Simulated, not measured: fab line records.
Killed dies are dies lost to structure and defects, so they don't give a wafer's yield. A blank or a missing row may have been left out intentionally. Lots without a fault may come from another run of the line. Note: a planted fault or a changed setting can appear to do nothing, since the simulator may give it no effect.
Comparing a struck lot with a sound one -- flow nand harc -- 19 out of 1302 route steps
Sound: the wafers L710.1, L710.2, L710.6. Wafers struck: L726.2, L726.4, L726.6. At the end, the cause is stated.
Each step with rows lists, per side, the tool, then ch with its chambers, then its first start. Under that, the readings that differ: sound wafers -- struck wafers -- difference of the means -- sigmas: that difference in standard deviations of wafers without a fault.
alike: words and numbers the same on both sides, and readings whose means are apart by under 2 such deviations; not compared: readings that were withheld, readings missing a value for some wafer, numbers with overlapping values and no deviation given by the record, and bounds like >300 which may hide the same value.
Wherever a step has rows on one side only, a row that says differs or no value, or a row with sigmas, the two part there. When numbers do not overlap yet have no deviation, they are printed without sigmas and do not part them. Lack of a reading on every wafer of one side parts them only where that side has two or more wafers.

NHARC_P_GATE_ALD_36: deposits SiNx, target thk 20 nm, pulse time 60 s, ald cycles 223.
  sound on ald sin-01 ch 1,3, day 7 04:59; struck on ald sin-04 ch 1,2,3, day 13 20:28
  alike: heater power w, precursor pulse height rel
NHARC_P_GATE_ETCHBACK_37: etches the open film in CHF3/O2, target depth 34.5 nm, time 17.2 s.
  sound: rie diel-07 ch 1,2; struck: rie diel-03 ch 0,3
  alike: bias w, drypump motor current A, oes product au, rf vpp V, showerhead plenum p Torr, throttle valve pct
  not compared: rf hours counter h
NHARC_P_GATE_STRIP_101: strips in O2, time 20 s.
  sound on rie diel-07 ch 0,2,3, day 7 16:40; struck on rie diel-03 ch 0,1,2, day 14 05:01
  alike: drypump motor current A, oes product au, rf vpp V, showerhead plenum p Torr, throttle valve pct
  not compared: rf hours counter h
then, 9 steps without rows for these wafers: NHARC_P_GATE_PRECLEAN_97 (cleans in SPM, time 600 s); NHARC_P_GATE_SRD_98; NHARC_P_GATE_PRECLEAN_99 (cleans in SC1); NHARC_P_GATE_SRD_100; NHARC_P_GATE_DEHYDRATE_38 (time 120 s); NHARC_P_GATE_HMDS_39 (time 30 s); NHARC_P_GATE_COAT_40; NHARC_P_GATE_SOFTBAKE_41 (time 95 s); NHARC_P_GATE_EBR_42.
NHARC_P_GATE_EXPOSE_43: exposes mask P NSD, target cd 720 nm.
  sound on krf scanner-04 ch 0, day 7 17:17; struck on krf scanner-03 ch 0, day 14 05:47
reading,sound,struck,difference,sigmas
exposure dose mJ cm2,14.828 14.832 14.801,12.486 12.486 12.490,-2.333,-99 or more
  alike: mask
then, 2 steps without rows for these wafers: NHARC_P_GATE_PEB_44 (peb time 85 s); NHARC_P_GATE_DEVELOP_45 (time 70 s).
NHARC_P_GATE_CD_MEAS_46 targets a cd of 720 nm.
  sound on cd sem-01 ch 0, day 7 17:27; struck on cd sem-01 ch 0, day 14 05:56
reading,sound,struck,difference,sigmas
cd nm (nm),719.9 720.6 719.5,690.0 691.9 690.5,-29.2,-27
then, 1 step without rows for these wafers: NHARC_P_GATE_HARDBAKE_47 (time 80 s).
NHARC_P_GATE_DESCUM_48: chemistry O2, time 3 s.
  sound on rie diel-07 ch 1,2,3, day 7 17:37; struck on rie diel-07 ch 0,2, day 14 06:06
reading,sound,struck,difference,sigmas
model.P_GATE.cd nm (nm),719.5 720.2 718.8,690.5 691.9 691,-28.4,
  alike: drypump motor current A, oes product au, rf vpp V, showerhead plenum p Torr, throttle valve pct
  not compared: rf hours counter h
following that, these wafers have no rows for 1 step: NHARC_P_GATE_IMPLANT_49.

WHERE THEY PART
Earliest at NHARC_P_GATE_EXPOSE_43; latest, in this record, at NHARC_P_GATE_CD_MEAS_46. Later steps at which nothing parts them and some readings are alike: NHARC_P_GATE_DESCUM_48.

WHY: the cause the simulator had injected
Process parameters drifting: krf scanner-03 at NHARC_P_GATE_EXPOSE_43, beginning at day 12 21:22. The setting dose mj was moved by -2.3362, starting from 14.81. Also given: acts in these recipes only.
